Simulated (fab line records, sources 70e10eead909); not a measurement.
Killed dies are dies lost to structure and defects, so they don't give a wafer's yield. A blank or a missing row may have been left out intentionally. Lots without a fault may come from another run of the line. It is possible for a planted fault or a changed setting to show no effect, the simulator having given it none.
fab line records || flow nand_harc || part 2 of 2: steps 27 to 41 of 41
record {"lots": 5, "wafers": 15, "last_day": 24}
route steps=1159 shown P_BONDPAD@354 A_START@389 A_ZERO_WELL@390
lots untouched by any fault: they come from a run of this same line in which no faults occurred
start_h: hours from the record's opening day to when the first of the lot's shown wafers began || wait_h: hours elapsed since this lot's preceding step || " unchanged from the row above || L1.1+2: a single row standing in for several wafers || - no value present, or no start provided || * or withheld: withheld || < > ~ a bound
route shown NAME@n: a module of which the file shows steps, and the number in the route of the first || usual: mean and standard deviation over wafers with no fault || same: alike in all rows || chamber/n: place in a boat || sites: the reading at each site || _std_site: how widely they spread, as a standard deviation || _edge_site: the outer-site mean with the inner-site mean subtracted || radius_mm: how far each site lies from the wafer's centre || mask NAME#n: copy n || behind: the tool/chamber that last shaped the wafer || hold: the reason the lot was held/the length of the hold in hours/how it ended || device: the n, p or np transistor that did not switch || end of line: the route-end tests of the same wafers || a step with no rows: only its recipe || killed: not the wafer's yield, but the dies lost to structure and defects at the first sort || map: the dies of a wafer, with x for killed, . for not killed, _ for no die there
set.NAME: the run value of the setting; set.NAME@STEP: its run value at that earlier step || model.NAME: the simulator's own value behind a step, which no gauge read
lots seen at some steps along the route; tables by step, rows by wafer
services: when a tool's chamber went out of use (start_h, in hours from the record's first day, below 0 if earlier), for how many hours, and the reason
## steps
# step NHARC_P_BONDPAD_CMP_19
# recipe {"t_overpolish_s": 30, "cu_recess_touch_s": 16, "target_thk_nm": 160.81}
# usual {"motor_current_A": "12.4/1.4", "overpolish_run_s": "30.000/0.0092", "slurry_filter_dp_kPa": "13.50/0.13"}
{"lot.wafer": "L074.3", "tool": "cmp-03", "chamber": 1, "start_h": 129.95, "wait_h": "-", "motor_current_A": 13.0, "overpolish_run_s": 30.006, "slurry_filter_dp_kPa": 13.45}
{"lot.wafer": "L074.4", "tool": "cmp-03", "chamber": 3, "start_h": 129.95, "wait_h": "-", "motor_current_A": 14.4, "overpolish_run_s": 30.002, "slurry_filter_dp_kPa": 13.55}
{"lot.wafer": "L074.1", "tool": "cmp-03", "chamber": 0, "start_h": 129.95, "wait_h": "-", "motor_current_A": 11.3, "overpolish_run_s": 29.999, "slurry_filter_dp_kPa": 13.44}
{"lot.wafer": "L081.3", "tool": "cmp-02", "chamber": 3, "start_h": 175.25, "wait_h": "-", "motor_current_A": 10.6, "overpolish_run_s": 30.006, "slurry_filter_dp_kPa": 13.62}
{"lot.wafer": "L081.2", "tool": "cmp-02", "chamber": 0, "start_h": 175.25, "wait_h": "-", "motor_current_A": 12.3, "overpolish_run_s": 29.991, "slurry_filter_dp_kPa": 13.74}
{"lot.wafer": "L081.6", "tool": "cmp-02", "chamber": 2, "start_h": 175.25, "wait_h": "-", "motor_current_A": 13.3, "overpolish_run_s": 30.000, "slurry_filter_dp_kPa": 13.44}
{"lot.wafer": "L085.3", "tool": "cmp-01", "chamber": 3, "start_h": 211.04, "wait_h": "-", "motor_current_A": 13.6, "overpolish_run_s": 30.003, "slurry_filter_dp_kPa": 13.37}
{"lot.wafer": "L085.2", "tool": "cmp-01", "chamber": 0, "start_h": 211.04, "wait_h": "-", "motor_current_A": 12.1, "overpolish_run_s": 29.984, "slurry_filter_dp_kPa": 13.60}
{"lot.wafer": "L085.5", "tool": "cmp-01", "chamber": 3, "start_h": 211.04, "wait_h": "-", "motor_current_A": 12.7, "overpolish_run_s": 30.015, "slurry_filter_dp_kPa": 13.58}
{"lot.wafer": "L093.4", "tool": "cmp-03", "chamber": 3, "start_h": 240.07, "wait_h": "-", "motor_current_A": 14.8, "overpolish_run_s": 30.008, "slurry_filter_dp_kPa": 13.31}
{"lot.wafer": "L093.3", "tool": "cmp-03", "chamber": 1, "start_h": 240.07, "wait_h": "-", "motor_current_A": 12.4, "overpolish_run_s": 29.989, "slurry_filter_dp_kPa": 13.36}
{"lot.wafer": "L093.5", "tool": "cmp-03", "chamber": 3, "start_h": 240.07, "wait_h": "-", "motor_current_A": 14.6, "overpolish_run_s": 29.990, "slurry_filter_dp_kPa": 13.34}
{"lot.wafer": "L096.1", "tool": "cmp-02", "chamber": 3, "start_h": 260.26, "wait_h": "-", "motor_current_A": 10.8, "overpolish_run_s": 30.004, "slurry_filter_dp_kPa": 13.39}
{"lot.wafer": "L096.5", "tool": "cmp-02", "chamber": 3, "start_h": 260.26, "wait_h": "-", "motor_current_A": 11.2, "overpolish_run_s": 30.003, "slurry_filter_dp_kPa": 13.42}
{"lot.wafer": "L096.6", "tool": "cmp-02", "chamber": 0, "start_h": 260.26, "wait_h": "-", "motor_current_A": 12.8, "overpolish_run_s": 29.987, "slurry_filter_dp_kPa": 13.59}
# step NHARC_P_BONDPAD_THK_MEAS_20
# recipe {"thk_meas_gauge": "xrf"}
# usual {"thk_nm": "161.0/1.5"}
{"lot.wafer": "L074.1", "tool": "film_metro-02", "chamber": "-", "start_h": 130.27, "wait_h": "-", "thk_nm": 163.1}
{"lot.wafer": "L074.3", "tool": "film_metro-02", "chamber": "-", "start_h": 130.27, "wait_h": "-", "thk_nm": 162.3}
{"lot.wafer": "L074.4", "tool": "film_metro-02", "chamber": "-", "start_h": 130.27, "wait_h": "-", "thk_nm": 159.2}
{"lot.wafer": "L081.2", "tool": "film_metro-01", "chamber": "-", "start_h": 175.51, "wait_h": "-", "thk_nm": 161.1}
{"lot.wafer": "L081.3", "tool": "film_metro-01", "chamber": "-", "start_h": 175.51, "wait_h": "-", "thk_nm": 162.3}
{"lot.wafer": "L081.6", "tool": "film_metro-01", "chamber": "-", "start_h": 175.51, "wait_h": "-", "thk_nm": 162.3}
{"lot.wafer": "L085.2", "tool": "film_metro-01", "chamber": "-", "start_h": 211.34, "wait_h": "-", "thk_nm": 161.9}
{"lot.wafer": "L085.3", "tool": "film_metro-01", "chamber": "-", "start_h": 211.34, "wait_h": "-", "thk_nm": 159.3}
{"lot.wafer": "L085.5", "tool": "film_metro-01", "chamber": "-", "start_h": 211.34, "wait_h": "-", "thk_nm": 162.4}
{"lot.wafer": "L093.3", "tool": "film_metro-01", "chamber": "-", "start_h": 240.39, "wait_h": "-", "thk_nm": 163.5}
{"lot.wafer": "L093.4", "tool": "film_metro-01", "chamber": "-", "start_h": 240.39, "wait_h": "-", "thk_nm": 161.2}
{"lot.wafer": "L093.5", "tool": "film_metro-01", "chamber": "-", "start_h": 240.39, "wait_h": "-", "thk_nm": 159.6}
{"lot.wafer": "L096.1", "tool": "film_metro-01", "chamber": "-", "start_h": 260.58, "wait_h": "-", "thk_nm": 159.7}
{"lot.wafer": "L096.5", "tool": "film_metro-01", "chamber": "-", "start_h": 260.58, "wait_h": "-", "thk_nm": 160.3}
{"lot.wafer": "L096.6", "tool": "film_metro-01", "chamber": "-", "start_h": 260.58, "wait_h": "-", "thk_nm": 160.9}
# step NHARC_P_BONDPAD_SRD_21
# recipe {"time_s": 30, "temp_c": 23, "dry_time_s": 20, "spin_rpm": 1500}
{"lot.wafer": "L074.3+1+4", "tool": "wet_bench-10", "chamber": "3,5,6", "start_h": 130.32, "wait_h": 0.0}
{"lot.wafer": "L081.6+3+2", "tool": "wet_bench-10", "chamber": "0,2,3", "start_h": 175.56, "wait_h": 0.0}
{"lot.wafer": "L085.2+3+5", "tool": "wet_bench-08", "chamber": "7,1,2", "start_h": 211.39, "wait_h": 0.1}
{"lot.wafer": "L093.4+5+3", "tool": "wet_bench-08", "chamber": "3,5,6", "start_h": 240.43, "wait_h": 0.0}
{"lot.wafer": "L096.5+6+1", "tool": "wet_bench-08", "chamber": "7,0,1", "start_h": 260.63, "wait_h": 0.0}
# step NHARC_P_BONDPAD_INSPECT_23
# usual {"raw_defect_count": "364/140"}
{"lot.wafer": "L074.1", "tool": "defect_inspect-02", "chamber": "-", "start_h": 130.49, "wait_h": 0.0, "raw_defect_count": 617}
{"lot.wafer": "L074.3", "tool": "defect_inspect-02", "chamber": "-", "start_h": 130.49, "wait_h": 0.0, "raw_defect_count": 614}
{"lot.wafer": "L074.4", "tool": "defect_inspect-02", "chamber": "-", "start_h": 130.49, "wait_h": 0.0, "raw_defect_count": 485}
{"lot.wafer": "L081.2", "tool": "defect_inspect-01", "chamber": "-", "start_h": 175.72, "wait_h": 0.0, "raw_defect_count": 183}
{"lot.wafer": "L081.3", "tool": "defect_inspect-01", "chamber": "-", "start_h": 175.72, "wait_h": 0.0, "raw_defect_count": 327}
{"lot.wafer": "L081.6", "tool": "defect_inspect-01", "chamber": "-", "start_h": 175.72, "wait_h": 0.0, "raw_defect_count": 260}
{"lot.wafer": "L085.2", "tool": "defect_inspect-02", "chamber": "-", "start_h": 211.57, "wait_h": 0.0, "raw_defect_count": 155}
{"lot.wafer": "L085.3", "tool": "defect_inspect-02", "chamber": "-", "start_h": 211.57, "wait_h": 0.0, "raw_defect_count": 187}
{"lot.wafer": "L085.5", "tool": "defect_inspect-02", "chamber": "-", "start_h": 211.57, "wait_h": 0.0, "raw_defect_count": 260}
{"lot.wafer": "L093.3", "tool": "defect_inspect-02", "chamber": "-", "start_h": 240.61, "wait_h": 0.0, "raw_defect_count": 193}
{"lot.wafer": "L093.4", "tool": "defect_inspect-02", "chamber": "-", "start_h": 240.61, "wait_h": 0.0, "raw_defect_count": 275}
{"lot.wafer": "L093.5", "tool": "defect_inspect-02", "chamber": "-", "start_h": 240.61, "wait_h": 0.0, "raw_defect_count": 281}
{"lot.wafer": "L096.1", "tool": "defect_inspect-02", "chamber": "-", "start_h": 260.78, "wait_h": 0.0, "raw_defect_count": 352}
{"lot.wafer": "L096.5", "tool": "defect_inspect-02", "chamber": "-", "start_h": 260.78, "wait_h": 0.0, "raw_defect_count": 296}
{"lot.wafer": "L096.6", "tool": "defect_inspect-02", "chamber": "-", "start_h": 260.78, "wait_h": 0.0, "raw_defect_count": 336}
# step NHARC_P_BONDPAD_ACTIVATE_29
# recipe {"time_s": 60, "n2_flow_sccm": 200, "ar_flow_sccm": 0, "bias_power_w": 0, "chemistry": "N2"}
# usual {"drypump_motor_current_A": "5.7/0.43", "oes_product_au": "0.999/0.0076", "rf_vpp_V": "64.3/0.91", "showerhead_plenum_p_Torr": "1.81/0.055"}
{"lot.wafer": "L074.3", "tool": "rie_diel-11", "chamber": 0, "start_h": 130.56, "wait_h": 0.1, "drypump_motor_current_A": 5.9, "oes_product_au": 1.008, "rf_hours_counter_h": 10, "rf_vpp_V": 65.4, "showerhead_plenum_p_Torr": 1.85}
{"lot.wafer": "L074.4", "tool": "rie_diel-11", "chamber": 1, "start_h": 130.56, "wait_h": 0.1, "drypump_motor_current_A": 5.3, "oes_product_au": 1.003, "rf_hours_counter_h": 10, "rf_vpp_V": 62.9, "showerhead_plenum_p_Torr": 1.85}
{"lot.wafer": "L074.1", "tool": "rie_diel-11", "chamber": 3, "start_h": 130.56, "wait_h": 0.1, "drypump_motor_current_A": 5.3, "oes_product_au": 1.000, "rf_hours_counter_h": 10, "rf_vpp_V": 64.4, "showerhead_plenum_p_Torr": 1.87}
{"lot.wafer": "L081.3", "tool": "rie_diel-05", "chamber": 0, "start_h": 175.78, "wait_h": 0.1, "drypump_motor_current_A": 5.3, "oes_product_au": 0.999, "rf_hours_counter_h": 1, "rf_vpp_V": 63.6, "showerhead_plenum_p_Torr": 1.71}
{"lot.wafer": "L081.2", "tool": "rie_diel-05", "chamber": 1, "start_h": 175.78, "wait_h": 0.1, "drypump_motor_current_A": 6.5, "oes_product_au": 0.999, "rf_hours_counter_h": 1, "rf_vpp_V": 63.1, "showerhead_plenum_p_Torr": 1.70}
{"lot.wafer": "L081.6", "tool": "rie_diel-05", "chamber": 1, "start_h": 175.78, "wait_h": 0.1, "drypump_motor_current_A": 6.5, "oes_product_au": 1.000, "rf_hours_counter_h": "-", "rf_vpp_V": 64.0, "showerhead_plenum_p_Torr": 1.70}
{"lot.wafer": "L085.2", "tool": "rie_diel-05", "chamber": 0, "start_h": 211.64, "wait_h": 0.1, "drypump_motor_current_A": 5.2, "oes_product_au": 0.986, "rf_hours_counter_h": 14, "rf_vpp_V": 62.5, "showerhead_plenum_p_Torr": 1.71}
{"lot.wafer": "L085.3", "tool": "rie_diel-05", "chamber": 2, "start_h": 211.64, "wait_h": 0.1, "drypump_motor_current_A": 5.6, "oes_product_au": 0.985, "rf_hours_counter_h": 13, "rf_vpp_V": 65.6, "showerhead_plenum_p_Torr": 1.77}
{"lot.wafer": "L085.5", "tool": "rie_diel-05", "chamber": 0, "start_h": 211.64, "wait_h": 0.1, "drypump_motor_current_A": 5.2, "oes_product_au": 0.991, "rf_hours_counter_h": "-", "rf_vpp_V": 64.9, "showerhead_plenum_p_Torr": 1.71}
{"lot.wafer": "L093.4", "tool": "rie_diel-11", "chamber": 0, "start_h": 240.68, "wait_h": 0.1, "drypump_motor_current_A": 5.9, "oes_product_au": 1.003, "rf_hours_counter_h": 4, "rf_vpp_V": 64.3, "showerhead_plenum_p_Torr": 1.85}
{"lot.wafer": "L093.3", "tool": "rie_diel-11", "chamber": 2, "start_h": 240.68, "wait_h": 0.1, "drypump_motor_current_A": 6.2, "oes_product_au": 0.997, "rf_hours_counter_h": 4, "rf_vpp_V": 63.0, "showerhead_plenum_p_Torr": 1.79}
{"lot.wafer": "L093.5", "tool": "rie_diel-11", "chamber": 3, "start_h": 240.68, "wait_h": 0.1, "drypump_motor_current_A": 5.3, "oes_product_au": 1.006, "rf_hours_counter_h": "-", "rf_vpp_V": 64.7, "showerhead_plenum_p_Torr": 1.86}
{"lot.wafer": "L096.1", "tool": "rie_diel-11", "chamber": 1, "start_h": 260.88, "wait_h": 0.1, "drypump_motor_current_A": 5.3, "oes_product_au": 1.004, "rf_hours_counter_h": 5, "rf_vpp_V": 64.6, "showerhead_plenum_p_Torr": 1.85}
{"lot.wafer": "L096.6", "tool": "rie_diel-11", "chamber": 2, "start_h": 260.88, "wait_h": 0.1, "drypump_motor_current_A": 6.2, "oes_product_au": 1.004, "rf_hours_counter_h": "-", "rf_vpp_V": 63.6, "showerhead_plenum_p_Torr": 1.79}
{"lot.wafer": "L096.5", "tool": "rie_diel-11", "chamber": 3, "start_h": 260.88, "wait_h": 0.1, "drypump_motor_current_A": 5.3, "oes_product_au": 1.006, "rf_hours_counter_h": "-", "rf_vpp_V": 64.4, "showerhead_plenum_p_Torr": 1.86}
# step NHARC_P_BONDPAD_PRECLEAN_30
# recipe {"time_s": 300, "temp_c": 23, "chemistry": "DIW"}
{"lot.wafer": "L074.4+3+1", "tool": "wet_bench-08", "chamber": "0,1,3", "start_h": 130.74, "wait_h": 0.2}
{"lot.wafer": "L081.3+2+6", "tool": "wet_bench-10", "chamber": "3,4,5", "start_h": 175.93, "wait_h": 0.1}
{"lot.wafer": "L085.5+3+2", "tool": "wet_bench-10", "chamber": "2,3,5", "start_h": 211.80, "wait_h": 0.1}
{"lot.wafer": "L093.3+5+4", "tool": "wet_bench-10", "chamber": "7,1,3", "start_h": 240.83, "wait_h": 0.1}
{"lot.wafer": "L096.5+6+1", "tool": "wet_bench-08", "chamber": "2,3,6", "start_h": 261.00, "wait_h": 0.1}
# step NHARC_P_BONDPAD_SRD_31
# recipe {"time_s": 30, "temp_c": 23, "dry_time_s": 20, "spin_rpm": 1500}
{"lot.wafer": "L074.4+3+1", "tool": "wet_bench-08", "chamber": "0,1,3", "start_h": "-", "wait_h": "-"}
{"lot.wafer": "L081.3+2+6", "tool": "wet_bench-10", "chamber": "3,4,5", "start_h": "-", "wait_h": "-"}
{"lot.wafer": "L085.5+3+2", "tool": "wet_bench-10", "chamber": "2,3,5", "start_h": "-", "wait_h": "-"}
{"lot.wafer": "L093.3+5+4", "tool": "wet_bench-10", "chamber": "7,1,3", "start_h": "-", "wait_h": "-"}
{"lot.wafer": "L096.5+6+1", "tool": "wet_bench-08", "chamber": "2,3,6", "start_h": "-", "wait_h": "-"}
# step NHARC_A_START_INSPECT_01
# usual {"raw_defect_count": "3.5/2"}
{"lot.wafer": "L074.1", "tool": "defect_inspect-02", "chamber": "-", "start_h": 130.96, "wait_h": "-", "raw_defect_count": 9}
{"lot.wafer": "L074.3", "tool": "defect_inspect-02", "chamber": "-", "start_h": 130.96, "wait_h": "-", "raw_defect_count": 5}
{"lot.wafer": "L074.4", "tool": "defect_inspect-02", "chamber": "-", "start_h": 130.96, "wait_h": "-", "raw_defect_count": 5}
{"lot.wafer": "L081.2", "tool": "defect_inspect-02", "chamber": "-", "start_h": 176.18, "wait_h": "-", "raw_defect_count": 0}
{"lot.wafer": "L081.3", "tool": "defect_inspect-02", "chamber": "-", "start_h": 176.18, "wait_h": "-", "raw_defect_count": 3}
{"lot.wafer": "L081.6", "tool": "defect_inspect-02", "chamber": "-", "start_h": 176.18, "wait_h": "-", "raw_defect_count": 7}
{"lot.wafer": "L085.2", "tool": "defect_inspect-01", "chamber": "-", "start_h": 212.03, "wait_h": "-", "raw_defect_count": 5}
{"lot.wafer": "L085.3", "tool": "defect_inspect-01", "chamber": "-", "start_h": 212.03, "wait_h": "-", "raw_defect_count": 6}
{"lot.wafer": "L085.5", "tool": "defect_inspect-01", "chamber": "-", "start_h": 212.03, "wait_h": "-", "raw_defect_count": 3}
{"lot.wafer": "L093.3", "tool": "defect_inspect-02", "chamber": "-", "start_h": 241.08, "wait_h": "-", "raw_defect_count": 3}
{"lot.wafer": "L093.4", "tool": "defect_inspect-02", "chamber": "-", "start_h": 241.08, "wait_h": "-", "raw_defect_count": 3}
{"lot.wafer": "L093.5", "tool": "defect_inspect-02", "chamber": "-", "start_h": 241.08, "wait_h": "-", "raw_defect_count": 2}
{"lot.wafer": "L096.1", "tool": "defect_inspect-02", "chamber": "-", "start_h": 261.25, "wait_h": "-", "raw_defect_count": 1}
{"lot.wafer": "L096.5", "tool": "defect_inspect-02", "chamber": "-", "start_h": 261.25, "wait_h": "-", "raw_defect_count": 5}
{"lot.wafer": "L096.6", "tool": "defect_inspect-02", "chamber": "-", "start_h": 261.25, "wait_h": "-", "raw_defect_count": 2}
# step NHARC_A_ZERO_WELL_PRECLEAN_00
# recipe {"time_s": 600, "temp_c": 120, "chemistry": "SPM"}
# usual {"bath_guard_temp_C": "119.9/0.58"}
{"lot.wafer": "L074.4", "tool": "wet_bench-03", "chamber": 2, "start_h": 131.05, "wait_h": 0.1, "bath_guard_temp_C": 120.6}
{"lot.wafer": "L074.1", "tool": "wet_bench-03", "chamber": 5, "start_h": 131.05, "wait_h": 0.1, "bath_guard_temp_C": 119.0}
{"lot.wafer": "L074.3", "tool": "wet_bench-03", "chamber": 6, "start_h": 131.05, "wait_h": 0.1, "bath_guard_temp_C": 119.9}
{"lot.wafer": "L081.6", "tool": "wet_bench-03", "chamber": 1, "start_h": 176.28, "wait_h": 0.1, "bath_guard_temp_C": 120.3}
{"lot.wafer": "L081.3", "tool": "wet_bench-03", "chamber": 3, "start_h": 176.28, "wait_h": 0.1, "bath_guard_temp_C": 119.8}
{"lot.wafer": "L081.2", "tool": "wet_bench-03", "chamber": 4, "start_h": 176.28, "wait_h": 0.1, "bath_guard_temp_C": 119.0}
{"lot.wafer": "L085.2", "tool": "wet_bench-09", "chamber": 5, "start_h": 212.13, "wait_h": 0.1, "bath_guard_temp_C": 119.4}
{"lot.wafer": "L085.5", "tool": "wet_bench-09", "chamber": 0, "start_h": 212.13, "wait_h": 0.1, "bath_guard_temp_C": 118.8}
{"lot.wafer": "L085.3", "tool": "wet_bench-09", "chamber": 1, "start_h": 212.13, "wait_h": 0.1, "bath_guard_temp_C": 120.7}
{"lot.wafer": "L093.3", "tool": "wet_bench-03", "chamber": 1, "start_h": 241.16, "wait_h": 0.1, "bath_guard_temp_C": 120.0}
{"lot.wafer": "L093.4", "tool": "wet_bench-03", "chamber": 5, "start_h": 241.16, "wait_h": 0.1, "bath_guard_temp_C": 119.1}
{"lot.wafer": "L093.5", "tool": "wet_bench-03", "chamber": 6, "start_h": 241.16, "wait_h": 0.1, "bath_guard_temp_C": 120.1}
{"lot.wafer": "L096.6", "tool": "wet_bench-09", "chamber": 6, "start_h": 261.35, "wait_h": 0.1, "bath_guard_temp_C": 119.7}
{"lot.wafer": "L096.5", "tool": "wet_bench-09", "chamber": 7, "start_h": 261.35, "wait_h": 0.1, "bath_guard_temp_C": 120.5}
{"lot.wafer": "L096.1", "tool": "wet_bench-09", "chamber": 1, "start_h": 261.35, "wait_h": 0.1, "bath_guard_temp_C": 120.8}
# step NHARC_A_ZERO_WELL_SRD_01
{"lot.wafer": "L074.4+1+3", "tool": "wet_bench-03", "chamber": "2,5,6", "start_h": "-", "wait_h": "-"}
{"lot.wafer": "L081.6+3+2", "tool": "wet_bench-03", "chamber": "1,3,4", "start_h": "-", "wait_h": "-"}
{"lot.wafer": "L085.2+5+3", "tool": "wet_bench-09", "chamber": "5,0,1", "start_h": "-", "wait_h": "-"}
{"lot.wafer": "L093.3+4+5", "tool": "wet_bench-03", "chamber": "1,5,6", "start_h": "-", "wait_h": "-"}
{"lot.wafer": "L096.6+5+1", "tool": "wet_bench-09", "chamber": "6,7,1", "start_h": "-", "wait_h": "-"}
# step NHARC_A_ZERO_WELL_DEHYDRATE_02
# recipe {"temp_c": 150, "time_s": 120}
{"lot.wafer": "L074.1+3+4", "tool": "litho_track-02", "chamber": 0, "start_h": 131.36, "wait_h": "-"}
{"lot.wafer": "L081.2+3+6", "tool": "litho_track-02", "chamber": 0, "start_h": 176.58, "wait_h": "-"}
{"lot.wafer": "L085.2+3+5", "tool": "litho_track-07", "chamber": 0, "start_h": 212.43, "wait_h": "-"}
{"lot.wafer": "L093.3+4+5", "tool": "litho_track-02", "chamber": 0, "start_h": 241.49, "wait_h": "-"}
{"lot.wafer": "L096.1+5+6", "tool": "litho_track-03", "chamber": 0, "start_h": 261.65, "wait_h": "-"}
# step NHARC_A_ZERO_WELL_HMDS_03
# recipe {"time_s": 30}
{"lot.wafer": "L074.1+3+4", "tool": "litho_track-02", "chamber": 0, "start_h": "-", "wait_h": "-"}
{"lot.wafer": "L081.2+3+6", "tool": "litho_track-02", "chamber": 0, "start_h": "-", "wait_h": "-"}
{"lot.wafer": "L085.2+3+5", "tool": "litho_track-07", "chamber": 0, "start_h": "-", "wait_h": "-"}
{"lot.wafer": "L093.3+4+5", "tool": "litho_track-02", "chamber": 0, "start_h": "-", "wait_h": "-"}
{"lot.wafer": "L096.1+5+6", "tool": "litho_track-03", "chamber": 0, "start_h": "-", "wait_h": "-"}
# step NHARC_A_ZERO_WELL_COAT_18
# recipe {"temp_c": 200, "time_s": 65}
{"lot.wafer": "L074.1+3+4", "tool": "litho_track-02", "chamber": 0, "start_h": "-", "wait_h": "-"}
{"lot.wafer": "L081.2+3+6", "tool": "litho_track-02", "chamber": 0, "start_h": "-", "wait_h": "-"}
{"lot.wafer": "L085.2+3+5", "tool": "litho_track-07", "chamber": 0, "start_h": "-", "wait_h": "-"}
{"lot.wafer": "L093.3+4+5", "tool": "litho_track-02", "chamber": 0, "start_h": "-", "wait_h": "-"}
{"lot.wafer": "L096.1+5+6", "tool": "litho_track-03", "chamber": 0, "start_h": "-", "wait_h": "-"}
# step NHARC_A_ZERO_WELL_COAT_04
# recipe {"spin_rpm": 2000, "resist_thk_nm": 600}
{"lot.wafer": "L074.1+3+4", "tool": "litho_track-02", "chamber": 0, "start_h": "-", "wait_h": "-"}
{"lot.wafer": "L081.2+3+6", "tool": "litho_track-02", "chamber": 0, "start_h": "-", "wait_h": "-"}
{"lot.wafer": "L085.2+3+5", "tool": "litho_track-07", "chamber": 0, "start_h": "-", "wait_h": "-"}
{"lot.wafer": "L093.3+4+5", "tool": "litho_track-02", "chamber": 0, "start_h": "-", "wait_h": "-"}
{"lot.wafer": "L096.1+5+6", "tool": "litho_track-03", "chamber": 0, "start_h": "-", "wait_h": "-"}
# step NHARC_A_ZERO_WELL_SOFTBAKE_05
# recipe {"temp_c": 125, "time_s": 70}
{"lot.wafer": "L074.1+3+4", "tool": "litho_track-02", "chamber": 0, "start_h": "-", "wait_h": "-"}
{"lot.wafer": "L081.2+3+6", "tool": "litho_track-02", "chamber": 0, "start_h": "-", "wait_h": "-"}
{"lot.wafer": "L085.2+3+5", "tool": "litho_track-07", "chamber": 0, "start_h": "-", "wait_h": "-"}
{"lot.wafer": "L093.3+4+5", "tool": "litho_track-02", "chamber": 0, "start_h": "-", "wait_h": "-"}
{"lot.wafer": "L096.1+5+6", "tool": "litho_track-03", "chamber": 0, "start_h": "-", "wait_h": "-"}
## services
{"tool": "krf_scanner-04", "chamber": "-", "start_h": 111.93, "hours": 9.1, "kind": "repair"}
{"tool": "wet_bench-09", "chamber": "-", "start_h": 112.80, "hours": 8.0, "kind": "pm"}
{"tool": "krf_scanner-04", "chamber": "-", "start_h": 126.00, "hours": 4.0, "kind": "pm"}
{"tool": "cmp-02", "chamber": "-", "start_h": 128.62, "hours": 4.0, "kind": "pm"}
{"tool": "wet_bench-09", "chamber": "-", "start_h": 130.27, "hours": 2.1, "kind": "repair"}
{"tool": "cmp-03", "chamber": "-", "start_h": 144.78, "hours": 0.5, "kind": "repair"}
{"tool": "wet_bench-03", "chamber": "-", "start_h": 146.50, "hours": 8.0, "kind": "pm"}
{"tool": "rie_diel-02", "chamber": "-", "start_h": 151.26, "hours": 9.0, "kind": "pm"}
{"tool": "cmp-03", "chamber": "-", "start_h": 158.89, "hours": 4.0, "kind": "pm"}
{"tool": "rie_diel-05", "chamber": "-", "start_h": 163.65, "hours": 9.0, "kind": "pm"}
{"tool": "litho_track-02", "chamber": "-", "start_h": 165.02, "hours": 7.0, "kind": "pm"}
{"tool": "cmp-03", "chamber": "-", "start_h": 168.37, "hours": 3.5, "kind": "repair"}
{"tool": "krf_scanner-04", "chamber": "-", "start_h": 183.30, "hours": 0.8, "kind": "repair"}
{"tool": "litho_track-07", "chamber": "-", "start_h": 189.00, "hours": 7.0, "kind": "pm"}
{"tool": "rie_diel-11", "chamber": "-", "start_h": 189.52, "hours": 9.0, "kind": "pm"}
{"tool": "pvd_sputter-01", "chamber": "-", "start_h": 198.96, "hours": 10.0, "kind": "pm"}
{"tool": "litho_track-03", "chamber": "-", "start_h": 213.00, "hours": 7.0, "kind": "pm"}
{"tool": "pvd_sputter-02", "chamber": "-", "start_h": 214.00, "hours": 10.0, "kind": "pm"}
{"tool": "rie_diel-02", "chamber": 1, "start_h": 218.06, "hours": 10.4, "kind": "repair"}
{"tool": "wet_bench-03", "chamber": "-", "start_h": 228.15, "hours": 1.7, "kind": "repair"}
{"tool": "wet_bench-08", "chamber": "-", "start_h": 230.40, "hours": 8.0, "kind": "pm"}
{"tool": "litho_track-05", "chamber": "-", "start_h": 237.00, "hours": 7.0, "kind": "pm"}
{"tool": "pvd_sputter-02", "chamber": "-", "start_h": 245.56, "hours": 2.8, "kind": "repair"}
{"tool": "wet_bench-10", "chamber": "-", "start_h": 247.20, "hours": 8.0, "kind": "pm"}
